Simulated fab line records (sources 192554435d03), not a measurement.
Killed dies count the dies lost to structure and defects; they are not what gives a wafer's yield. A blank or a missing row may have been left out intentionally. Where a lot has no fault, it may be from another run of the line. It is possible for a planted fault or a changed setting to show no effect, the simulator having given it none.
A lot that was struck, set against a sound lot + flow n5_finfet + 41 out of 1938 route steps
Sound: the wafers L714.1, L714.2, L714.5. Struck: wafers L725.1, L725.4, L725.6. The cause is given at the end.
Order at every step that has rows: each side's tool, ch and its chambers, its first start. Under that, the readings that differ: sound wafers + struck wafers + difference of the means + sigmas: that difference in standard deviations of wafers without a fault.
alike: readings with means less than 2 such deviations apart, plus words and numbers identical on both sides. not compared: withheld readings, readings lacking a value on some wafer, bounds such as >300 that could conceal the same value, and numbers that have no deviation in the record and whose values overlap.
The two part at a step that has a row with sigmas, a row that says differs or no value, or rows on one side only. Numbers that have no deviation but don't overlap get no sigmas and don't part them. A reading missing from all wafers of one side parts the sides only when that side holds two or more wafers.

first, 4 steps without rows for these wafers: N5_BEOL_M0_WET_ETCH_106 (etches SiO2 in DHF, target depth 130 nm, rinse time 30 s); N5_BEOL_M0_ETCH_128 (etches SiCN in CF4/N2, target depth 12 nm, overetch 5.1 nm, time 21.4 s); N5_BEOL_M0_TRENCH_ETCH_107 (etches SiOC in C4F6/O2, target depth 32.8 nm, time 16.4 s); N5_BEOL_M0_STRIP_142 (strips in N2/H2, time 10 s).
N5_BEOL_M0_OCD_MEAS_108:
  sound on ocd-02 at day 8 10:47; struck on ocd-01 at day 11 02:07
  alike: trench_depth_nm
then, 5 steps without rows for these wafers: N5_BEOL_M0_HM_STRIP_129 (strips TiN in peroxide tin strip, target depth 17 nm, time 108 s); N5_BEOL_M0_SRD_130 (time 30 s); N5_BEOL_M0_ETCH_109 (etches SiCN in CH3F/O2, target depth 8 nm, overetch 2.4 nm, time 27.4 s); N5_BEOL_M0_STRIP_139 (strips in post etch residue remover, time 60 s); N5_BEOL_M0_SRD_111 (time 30 s).
N5_BEOL_M0_DEGAS_112: time 60 s.
  sound on pvd_sputter-02 at day 8 11:10; struck on pvd_sputter-02 at day 11 03:04
  alike: heater_power_w
N5_BEOL_M0_PRE_CLEAN_113: time 30 s.
  sound on pvd_sputter-02 at day 8 11:13; struck on pvd_sputter-02 at day 11 03:06
  alike: heater_power_w
N5_BEOL_M0_ALD_136: deposits TaN, pulse time 2 s, purge time 3 s, co reactant purge time 2 s.
  sound on ald_metal-04 ch 1,3, day 8 11:20; struck on ald_metal-01 ch 0,1,3, day 11 03:11
  alike: heater_power_w
  not compared: since_wet_clean_h
then, 7 steps without rows for these wafers: N5_BEOL_M0_SURFACE_TREAT_137; N5_BEOL_M0_CVD_115 (deposits Co from CCTBA/H2, time 120 s); N5_BEOL_M0_SPUTTER_116 (material Cu, target thk 4 nm, time 7.37 s); N5_BEOL_M0_ANNEAL_117 (time 60 s); N5_BEOL_M0_SPUTTER_132 (material Cu, target thk 4 nm, time 7.37 s); N5_BEOL_M0_ANNEAL_133 (time 60 s); N5_BEOL_M0_SPUTTER_134 (material Cu, target thk 4 nm, time 7.37 s).
N5_BEOL_M0_ANNEAL_135: time 60 s.
  sound on pvd_sputter-02 at day 8 12:21; struck on pvd_sputter-01 at day 11 04:54
  alike: heater_power_w
then, 4 steps without rows for these wafers: N5_BEOL_M0_SPUTTER_141 (material Cu, target thk 4 nm, time 7.37 s); N5_BEOL_M0_ECD_118 (material Cu, target thk 300 nm); N5_BEOL_M0_ANNEAL_119 (time 90 s); N5_BEOL_M0_CMP_120 (polishes, stops on SiOC, t overpolish 6.9 s).
N5_BEOL_M0_PRE_CLEAN_131: time 15 s.
  sound on cvd_co-02 ch 0,1,2, day 8 13:19; struck on cvd_co-01 ch 0,1,2, day 11 05:46
  alike: heater_power_w
  not compared: since_wet_clean_h
N5_BEOL_M0_CO_CAP_123: material Co, precursor CCTBA/H2, target thk 2 nm, time 102.1 s.
  sound on cvd_co-02 ch 0,1,2, day 8 13:22; struck on cvd_co-01 ch 0,1,2, day 11 05:48
  alike: heater_power_w
  not compared: since_wet_clean_h
then, 2 steps without rows for these wafers: N5_BEOL_M0_PRE_CLEAN_124 (time 15 s); N5_BEOL_M0_DEP_125 (deposits SiCN from 3MS/NH3, target thk 8 nm, time 14 s).
N5_BEOL_M0_RS_MEAS_126: a four-point-probe measurement.
  sound on film_metro-01 at day 8 13:32; struck on film_metro-01 at day 11 05:59
  alike: M0_RS
then, 1 step without rows for these wafers: N5_BEOL_M1_ILD_DEP_00 (deposits SiOC from DEMS/O2, target thk 79 nm, time 15.3 s).
N5_BEOL_M1_THK_MEAS_01:
  sound on film_metro-02 at day 8 13:40; struck on film_metro-02 at day 11 06:08
  alike: M1_ILD_THK
then, 8 steps without rows for these wafers: N5_BEOL_M1_PECVD_72 (deposits SiO2 from TEOS/O2, target thk 16 nm, time 18 s); N5_BEOL_M1_HM_DEP_02 (deposits TiN, target thk 20 nm); N5_BEOL_M1_COAT_61 (time 60 s, resist thk 60 nm); N5_BEOL_M1_COAT_62 (time 60 s, resist thk 12 nm); N5_BEOL_M1_COAT_73 (time 60 s, resist thk 5 nm); N5_BEOL_M1_COAT_05 (resist thk 30 nm); N5_BEOL_M1_EBR_07; N5_BEOL_M1_SOFTBAKE_06 (time 60 s).
-- the record jumps here: 6 days lie between the struck wafers' starts before and after (it left off in module BEOL_M1 and takes up again in module PASSIVATION, whose first step shown is number 1936 of the route) --
N5_PASSIVATION_PROBE_49:
  sound on prober-02 at day 14 19:35; struck on prober-01 at day 17 07:38
| reading                  | sound          | struck         | difference | sigmas |
|--------------------------|----------------|----------------|------------|--------|
| defect_limited_yield (%) | 88.5 92.5 91.4 | 81.5 84.7 88.9 | -5.8       | -4     |
| killed_at_M0_to_M3       | 45 24 23       | 127 136 74     | +82        | +8     |
| killed_dies              | 136 88 102     | 218 181 131    | +68        | +4     |
| killed_on_rim            | 11 13 14       | 29 19 26       | +12        | +3     |
| sort_bin_5_function (%)  | 6.4 4.4 4.2    | 10.8 9.9 7.5   | +4.4       | +4     |
| sort_n_pass              | 1044 1092 1078 | 962 999 1049   | -68        | -4     |
| sort_yield_pct (%)       | 88.5 92.5 91.4 | 81.5 84.7 88.9 | -5.8       | -4     |
  alike: killed_at_M4_up, killed_at_contacts, killed_at_front_end, killed_at_other, killed_open, killed_short, sort_bin_6_memory

WHERE THEY PART
Only at N5_PASSIVATION_PROBE_49, as far as this record shows.

WHY: what the simulator had put in
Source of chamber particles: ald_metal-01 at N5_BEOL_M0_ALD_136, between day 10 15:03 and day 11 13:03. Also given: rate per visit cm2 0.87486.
